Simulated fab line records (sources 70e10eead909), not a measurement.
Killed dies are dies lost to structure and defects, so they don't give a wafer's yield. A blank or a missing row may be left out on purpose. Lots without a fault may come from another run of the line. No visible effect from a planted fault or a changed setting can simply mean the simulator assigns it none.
fab line records | flow nandHarc
record: lots: 13 | wafers: 39 | lastDay: 24
route steps=1159 shown HYBRID_BOND@1099 THIN_TSV@1103 END@1159
lots that met no fault: taken from a fault-free run of the same line
startH: hours from the record's first day to the start of the lot's first wafer shown | waitH: hours elapsed since this lot's preceding step | " the same as in the row above | L1.1+2: several wafers, shown together as one row | - either no value or no given start | * or withheld: withheld | < > ~ a bound
route shown NAME@n: names a module that has steps shown in the file, with the first one's number in the route | usual: average and standard deviation across the fault-free wafers | same: alike in all rows | chamber/n: place in a boat | sites: per-site readings | _std_site: their standard deviation | _edge_site: the outer-site mean with the inner-site mean subtracted | radiusMm: how far each site lies from the wafer's centre | mask NAME#n: copy n | behind: tool/chamber where the wafer was last shaped | hold: cause of the lot's hold/its duration in hours/its outcome | device: which transistor (n, p or np) failed to switch | end of line: the route-end tests of the same wafers | where a step has no rows: the recipe by itself | killed: count of dies lost to structure and defects at first sort (not the wafer's yield) | map: per-die view of a wafer (x killed, . not killed, _ where there is no die)
set.NAME: the setting that was run; set.NAME@STEP: the one run at that earlier step | model.NAME: the simulator's own value behind a step, which no gauge read
one table for each step of the route and one row for each wafer, over a sample of lots
services: when a tool's chamber went out of use (startH, in hours from the record's first day, below 0 if earlier), for how many hours, and the reason
== steps ==
step: NHARC_HYBRID_BOND_OVL_MEAS_05
usual: overlayXNm: 5/29 | overlayYNm: -2/35
lot.wafer | tool       | chamber | startH | waitH | overlayXNm | overlayYNm
L520.4    | overlay-01 | -       | 438.76 | 0.4   | -6         | 56
L520.5    | "          | -       | "      | "     | 18         | 22
L520.6    | "          | -       | "      | "     | 23         | 26
L523.1    | overlay-01 | -       | 445.72 | 0.4   | 18         | 46
L523.2    | "          | -       | "      | "     | -1         | 41
L523.4    | "          | -       | "      | "     | 14         | -15
L521.1    | overlay-01 | -       | 450.80 | 0.4   | 10         | 25
L521.5    | "          | -       | "      | "     | -25        | -41
L521.6    | "          | -       | "      | "     | 30         | -37
L525.1    | overlay-02 | -       | 460.82 | 0.4   | 3          | -12
L525.2    | "          | -       | "      | "     | 60         | 16
L525.6    | "          | -       | "      | "     | 13         | 63
L527.1    | overlay-01 | -       | 468.79 | 0.4   | -37        | 63
L527.2    | "          | -       | "      | "     | 55         | 83
L527.4    | "          | -       | "      | "     | -41        | 16
L524.4    | overlay-02 | -       | 468.79 | 0.4   | 1          | -34
L524.5    | "          | -       | "      | "     | 30         | 44
L524.6    | "          | -       | "      | "     | -19        | 55
L526.3    | overlay-01 | -       | 481.96 | 0.4   | -20        | 35
L526.5    | "          | -       | "      | "     | 19         | 21
L526.6    | "          | -       | "      | "     | -22        | -14
L530.1    | overlay-01 | -       | 489.38 | 0.4   | 8          | 14
L530.2    | "          | -       | "      | "     | -14        | -9
L530.4    | "          | -       | "      | "     | 10         | -58
L531.2    | overlay-01 | -       | 489.39 | 0.4   | 28         | -12
L531.4    | "          | -       | "      | "     | 4          | -65
L531.6    | "          | -       | "      | "     | 14         | 97
L536.1    | overlay-02 | -       | 521.70 | 0.4   | 65         | -40
L536.4    | "          | -       | "      | "     | 0          | 37
L536.5    | "          | -       | "      | "     | -51        | -36
L534.1    | overlay-01 | -       | 528.91 | 0.4   | 38         | -42
L534.3    | "          | -       | "      | "     | 29         | -26
L534.6    | "          | -       | "      | "     | -1         | -31
L539.1    | overlay-01 | -       | 537.02 | 0.4   | -17        | 19
L539.3    | "          | -       | "      | "     | 3          | -25
L539.4    | "          | -       | "      | "     | -10        | -1
L540.1    | overlay-01 | -       | 550.25 | 0.4   | 5          | -23
L540.2    | "          | -       | "      | "     | -10        | -32
L540.4    | "          | -       | "      | "     | -20        | -8
step: NHARC_THIN_TSV_THK_MEAS_02
recipe: thkMeasGauge: ir
usual: thkNm: 2957/230
lot.wafer | tool         | chamber | startH | waitH | thkNm
L520.4    | filmMetro-01 | -       | 440.45 | -     | 3296
L520.5    | "            | -       | "      | "     | 3151
L520.6    | "            | -       | "      | "     | 3077
L523.1    | filmMetro-01 | -       | 448.60 | -     | 2829
L523.2    | "            | -       | "      | "     | 3028
L523.4    | "            | -       | "      | "     | 2834
L521.1    | filmMetro-01 | -       | 452.47 | -     | 3384
L521.5    | "            | -       | "      | "     | 3409
L521.6    | "            | -       | "      | "     | 3341
L525.1    | filmMetro-02 | -       | 462.52 | -     | 2807
L525.2    | "            | -       | "      | "     | 3059
L525.6    | "            | -       | "      | "     | 2814
L527.1    | filmMetro-02 | -       | 470.48 | -     | 3153
L527.2    | "            | -       | "      | "     | 2901
L527.4    | "            | -       | "      | "     | 3004
L524.4    | filmMetro-02 | -       | 471.70 | -     | 2952
L524.5    | "            | -       | "      | "     | 2750
L524.6    | "            | -       | "      | "     | 2801
L526.3    | filmMetro-01 | -       | 483.65 | -     | 2802
L526.5    | "            | -       | "      | "     | 3344
L526.6    | "            | -       | "      | "     | 2883
L530.1    | filmMetro-02 | -       | 491.08 | -     | 2521
L530.2    | "            | -       | "      | "     | 2846
L530.4    | "            | -       | "      | "     | 2554
L531.2    | filmMetro-02 | -       | 493.51 | 0.2   | 2981
L531.4    | "            | -       | "      | "     | 2695
L531.6    | "            | -       | "      | "     | 2650
L536.1    | filmMetro-01 | -       | 523.41 | -     | 2688
L536.4    | "            | -       | "      | "     | 2681
L536.5    | "            | -       | "      | "     | 2842
L534.1    | filmMetro-02 | -       | 531.82 | -     | 2971
L534.3    | "            | -       | "      | "     | 2672
L534.6    | "            | -       | "      | "     | 2823
L539.1    | filmMetro-01 | -       | 538.71 | -     | 3324
L539.3    | "            | -       | "      | "     | 3134
L539.4    | "            | -       | "      | "     | 3301
L540.1    | filmMetro-01 | -       | 551.93 | -     | 3200
L540.2    | "            | -       | "      | "     | 3338
L540.4    | "            | -       | "      | "     | 3035
step: NHARC_THIN_TSV_PRE_CLEAN_54
recipe: timeS: 30 | tempC: 280 | gas: H2/He
usual: heaterPowerW: 404/47
lot.wafer | tool          | chamber | startH | waitH | heaterPowerW
L520.4    | pvdSputter-02 | -       | 446.89 | 0.1   | 434
L520.6    | "             | -       | "      | "     | 411
L520.5    | "             | -       | "      | "     | 492
L523.4    | pvdSputter-02 | -       | 454.62 | 0.0   | 485
L523.1    | "             | -       | "      | "     | 432
L523.2    | "             | -       | "      | "     | 409
L521.1    | pvdSputter-01 | -       | 459.73 | 0.1   | 380
L521.5    | "             | -       | "      | "     | 366
L521.6    | "             | -       | "      | "     | 404
L525.2    | pvdSputter-03 | -       | 468.44 | 0.0   | 416
L525.1    | "             | -       | "      | "     | 356
L525.6    | "             | -       | "      | "     | 413
L527.2    | pvdSputter-03 | -       | 476.76 | 0.0   | 421
L527.1    | "             | -       | "      | "     | 351
L527.4    | "             | -       | "      | "     | 453
L524.4    | pvdSputter-02 | -       | 477.79 | 0.1   | 487
L524.6    | "             | -       | "      | "     | 483
L524.5    | "             | -       | "      | "     | 381
L526.3    | pvdSputter-03 | -       | 489.45 | 0.1   | 351
L526.6    | "             | -       | "      | "     | 446
L526.5    | "             | -       | "      | "     | 416
L530.1    | pvdSputter-01 | -       | 496.99 | 0.0   | 384
L530.2    | "             | -       | "      | "     | 407
L530.4    | "             | -       | "      | "     | 377
L531.4    | pvdSputter-03 | -       | 499.86 | 0.1   | 442
L531.2    | "             | -       | "      | "     | 406
L531.6    | "             | -       | "      | "     | 352
L536.4    | pvdSputter-02 | -       | 529.88 | 0.1   | 383
L536.1    | "             | -       | "      | "     | 430
L536.5    | "             | -       | "      | "     | 488
L534.3    | pvdSputter-03 | -       | 538.76 | 0.1   | 422
L534.1    | "             | -       | "      | "     | 357
L534.6    | "             | -       | "      | "     | 418
L539.4    | pvdSputter-01 | -       | 545.10 | 0.1   | 395
L539.3    | "             | -       | "      | "     | 328
L539.1    | "             | -       | "      | "     | 373
L540.2    | pvdSputter-03 | -       | 557.76 | 0.1   | 415
L540.1    | "             | -       | "      | "     | 352
L540.4    | "             | -       | "      | "     | 343
step: NHARC_THIN_TSV_ETCH_36
recipe: targetDepthA: 650 | overEtchFrac: 0.3 | timeS: 18.571 | ionEnergyEv: 150 | chemistry: Cl2/BCl3
usual: drypumpMotorCurrentA: 5.6/0.37 | oesProductAu: 0.999/0.011
lot.wafer | tool        | chamber | startH | waitH | drypumpMotorCurrentA | oesProductAu | rfHoursCounterH
L520.4    | rieMetal-02 | 0       | 448.51 | 0.1   | 5.0                  | 1.017        | -
L520.6    | "           | 1       | "      | "     | 5.6                  | 0.984        | -
L520.5    | "           | 0       | "      | "     | 5.0                  | 1.009        | -
L523.1    | rieMetal-01 | 0       | 456.24 | 0.2   | 6.2                  | 1.010        | 3.2
L523.2    | "           | 1       | "      | "     | 5.7                  | 1.002        | 3.2
L523.4    | "           | 1       | "      | "     | 5.7                  | 1.006        | -
L521.1    | rieMetal-02 | 0       | 461.35 | 0.2   | 5.0                  | 1.017        | 1.9
L521.5    | "           | 1       | "      | "     | 5.6                  | 0.987        | -
L521.6    | "           | 0       | "      | "     | 5.0                  | 1.021        | -
L525.1    | rieMetal-01 | 1       | 470.07 | 0.2   | 5.7                  | 0.986        | 4.1
L525.2    | "           | 0       | "      | "     | 6.1                  | 0.995        | 4.1
L525.6    | "           | 0       | "      | "     | 6.1                  | 0.998        | -
L527.2    | rieMetal-03 | 1       | 478.29 | 0.2   | 5.5                  | 0.994        | 0.5
L527.1    | "           | 0       | "      | "     | 5.9                  | 0.980        | 0.5
L527.4    | "           | 1       | "      | "     | 5.5                  | 1.001        | -
L524.4    | rieMetal-02 | 1       | 479.45 | 0.2   | 5.6                  | 0.991        | -
L524.6    | "           | 1       | "      | "     | 5.6                  | 1.002        | -
L524.5    | "           | 0       | "      | "     | 5.0                  | 1.016        | -
L526.3    | rieMetal-02 | 0       | 491.10 | 0.1   | 5.0                  | 1.010        | -
L526.5    | "           | 0       | "      | "     | 5.0                  | 1.007        | -
L526.6    | "           | 1       | "      | "     | 5.6                  | 0.993        | -
L530.2    | rieMetal-01 | 0       | 498.73 | 0.2   | 6.2                  | 0.995        | 4.9
L530.1    | "           | 1       | "      | "     | 5.7                  | 1.000        | 4.9
L530.4    | "           | 1       | "      | "     | 5.7                  | 0.988        | -
L531.2    | rieMetal-03 | 1       | 501.36 | 0.2   | 5.5                  | 0.999        | 1.2
L531.4    | "           | 0       | "      | "     | 5.9                  | 0.985        | -
L531.6    | "           | 1       | "      | "     | 5.5                  | 0.996        | -
L536.1    | rieMetal-02 | 1       | 531.38 | 0.2   | 5.6                  | 0.996        | 3.8
L536.4    | "           | 0       | "      | "     | 5.0                  | 1.015        | -
L536.5    | "           | 1       | "      | "     | 5.6                  | 0.996        | -
L534.1    | rieMetal-03 | 0       | 540.39 | 0.2   | 5.9                  | 0.850        | 2.7
L534.3    | "           | 0       | "      | "     | 5.9                  | 0.853        | -
L534.6    | "           | 0       | "      | "     | 5.9                  | 0.855        | -
L539.1    | rieMetal-03 | 0       | 546.72 | 0.2   | 5.9                  | 0.834        | 2.9
L539.3    | "           | 1       | "      | "     | 5.5                  | 0.989        | -
L539.4    | "           | 0       | "      | "     | 5.9                  | 0.839        | -
L540.2    | rieMetal-02 | 1       | 559.47 | 0.2   | 5.6                  | 0.998        | 4.9
L540.1    | "           | 0       | "      | "     | 5.0                  | 1.001        | 4.3
L540.4    | "           | 1       | "      | "     | 5.6                  | 0.999        | -
step: NHARC_END_SORT_01
recipe: tempC: 25
usual: defectLimitedYield: 95.4/1.5 | killedAtArray: 28/10 | killedAtOther: 0.5/0.82 | killedAtPeriphery: 3.4/2.2 | killedDies: 31/10 | killedOpen: 3.4/1.9 | killedShort: 1.9/1.3 | sort_bin_2_pct: 1.5/0.6 | sort_bin_3_pct: 0.29/0.24 | sort_bin_4_pct: 2.9/0.97 | sortNPass: 646/10 | sortRimYieldPct: 94.7/3 | sortYieldPct: 95.4/1.5
same: grossDies: 677 | sort_bin_5_pct[%]: 0 | sort_bin_6_pct[%]: 0 | sort_bin_7_pct[%]: 0 | sort_bin_8_pct[%]: 0 | sortRimNGross: 106.00
lot.wafer | tool      | chamber | startH | waitH | defectLimitedYield[%] | killedAtArray | killedAtOther | killedAtPeriphery | killedDies | killedOpen | killedShort | sort_bin_2_pct[%] | sort_bin_3_pct[%] | sort_bin_4_pct[%] | sortNPass | sortRimYieldPct[%] | sortYieldPct[%]
L536.5    | prober-02 | 0       | 542.82 | 3.7   | 95.3                  | 29            | 1             | 2                 | 32         | 2          | 4           | 1.2               | 0.44              | 3.1               | 645       | 96.2               | 95.3
L534.6    | prober-01 | 0       | 557.47 | 4.1   | 93.6                  | 39            | 3             | 1                 | 43         | 1          | 2           | 1.3               | 0.74              | 4.3               | 634       | 95.3               | 93.6
L539.1    | prober-01 | 0       | 561.30 | 2.5   | 97.3                  | 16            | 0             | 2                 | 18         | 2          | 3           | 0.6               | 0.30              | 1.8               | 659       | 98.1               | 97.3
L539.3    | prober-01 | 0       | 562.90 | 3.1   | 97.9                  | 13            | 0             | 1                 | 14         | 1          | 4           | 0.6               | 0.15              | 1.3               | 663       | 96.2               | 97.9
L539.4    | prober-01 | 0       | 563.70 | 3.4   | 97.6                  | 14            | 0             | 2                 | 16         | 1          | 1           | 0.7               | 0.15              | 1.5               | 661       | 97.2               | 97.6
killed by level:class
L536.5 A_CHANNEL_HOLE_D1:chamberFilmFlake=17 A_WL_FILL:geometricParticle:short=4 A_STAIRCASE:chamberFilmFlake=2 A_CONTACT:chamberFilmFlake=2 A_BLC:chamberFilmFlake=2 P_GATE:geometricParticle:open=1 A_M0:geometricParticle:open=1 P_STI:chamberFilmFlake=1
L534.6 A_SLIT:chamberFilmFlake=15 A_CHANNEL_HOLE_D1:chamberFilmFlake=10 A_STAIRCASE:chamberFilmFlake=7 A_CONTACT:chamberFilmFlake=4 THIN_TSV:chamberFilmFlake=3 A_ONON_D1:geometricParticle:open=1 A_SGD_CUT:geometricParticle:short=1 A_CONTACT:geometricParticle:short=1
L539.1 A_CHANNEL_HOLE_D1:chamberFilmFlake=4 A_CONTACT:chamberFilmFlake=4 A_CHANNEL_FILL_D1:geometricParticle:short=2 A_STAIRCASE:chamberFilmFlake=2 A_WL_FILL:chamberFilmFlake=2 P_GATE:geometricParticle:open=1 A_BLC:geometricParticle:open=1 A_M0:geometricParticle:short=1
L539.3 A_CHANNEL_HOLE_D1:chamberFilmFlake=4 A_CONTACT:chamberFilmFlake=3 A_SOURCE_PLATE:geometricParticle:short=2 A_WL_FILL:geometricParticle:short=2 A_CHANNEL_FILL_D1:geometricParticle:open=1 P_GATE:chamberFilmFlake=1 A_WL_FILL:chamberFilmFlake=1
L539.4 A_CHANNEL_HOLE_D1:chamberFilmFlake=9 A_CONTACT:chamberFilmFlake=3 A_SOURCE_PLATE:geometricParticle:short=1 A_CHANNEL_HOLE_D1:geometricParticle:open=1 P_GATE:chamberFilmFlake=1 P_M2:chamberFilmFlake=1
== services ==
tool          | chamber | startH | hours | kind
rieMetal-03   | -       | 453.00 | 9.0   | pm
rieMetal-03   | 0       | 453.00 | 9.0   | ventCycle
rieMetal-03   | 1       | 453.00 | 9.0   | ventCycle
pvdSputter-03 | -       | 458.02 | 10.0  | pm
pvdSputter-01 | -       | 461.95 | 0.5   | repair
rieMetal-03   | 0       | 462.00 | -     | clean
rieMetal-03   | 1       | 462.00 | -     | clean
pvdSputter-02 | -       | 467.32 | 1.1   | repair
pvdSputter-01 | -       | 498.21 | 26.7  | repair
rieMetal-01   | -       | 509.11 | 9.0   | pm
rieMetal-01   | 0       | 509.11 | 9.0   | ventCycle
rieMetal-01   | 1       | 509.11 | 9.0   | ventCycle
rieMetal-01   | 0       | 518.11 | -     | clean
rieMetal-01   | 1       | 518.11 | -     | clean
rieMetal-02   | 0       | 538.95 | 5.8   | repair
== key ==
firstSign: step: NHARC_THIN_TSV_ETCH_36 | reading: oesProductAu | direction: down | sigmas: 14 | usual: 0.999 | struck: 0.846
effect none on later readings
metAt NHARC_THIN_TSV_ETCH_36
struckLots L534,L539
struckWafers L534.1,L534.3,L534.6,L539.1,L539.4
notActingAt NHARC_HYBRID_BOND_OVL_MEAS_05,NHARC_THIN_TSV_THK_MEAS_02,NHARC_THIN_TSV_PRE_CLEAN_54
onsetBetween 501.36 540.39
fault: kind: processParameterDrift | tool: rieMetal-03 | chamber: 0 | onsetH: 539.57 | steps: NHARC_THIN_TSV_ETCH_36 | channel: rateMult | offset: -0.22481 | shape: step | endH: 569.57
